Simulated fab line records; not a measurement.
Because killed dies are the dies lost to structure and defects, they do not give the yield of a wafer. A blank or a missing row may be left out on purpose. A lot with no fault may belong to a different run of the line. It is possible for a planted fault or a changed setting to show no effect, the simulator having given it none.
Matching of chambers    flow n5 finfet    3 sister chambers for N5_BEOL_M0_PRE_CLEAN_131 on cvd co-02
The step time 15 s. 3 wafers are shown with their chamber, then 8 later ones without.

== WAFERS WITH THEIR CHAMBER ==
wafer   chamber  heater power w (W)
L350.2  2        69
L352.4  1        95
L357.1  0        61

== WAFERS WHOSE CHAMBER IS MISSING ==
wafer   heater power w (W)
L357.2  92
L357.6  92
L358.1  93
L358.4  61
L358.5  70
L361.2  61
L361.3  91
L361.5  95

== EACH ONE'S CHAMBER ==
wafer   from the rows above  in truth
L357.2  1                    1
L357.6  1                    1
L358.1  1                    1
L358.4  0                    0
L358.5  2                    2
L361.2  0                    0
L361.3  1                    1
L361.5  1                    1
8 of 8 placed correctly. Can't be placed from these rows: 0. Wrongly placed: 0.
How it was worked out, from the rows above alone: a wafer's distance from a chamber is the root of the sum, over the readings, of the square of ((its reading less the chamber's mean) divided by the reading's scatter). If the next closest chamber is less than 2 further off than the closest, the wafer can't be placed; otherwise it belongs to the closest. The mean given for a chamber averages the wafers shown for that chamber. The scatter: with one shown wafer a chamber, the root of the mean of the squares of how far each hidden wafer lies from its nearest shown one.
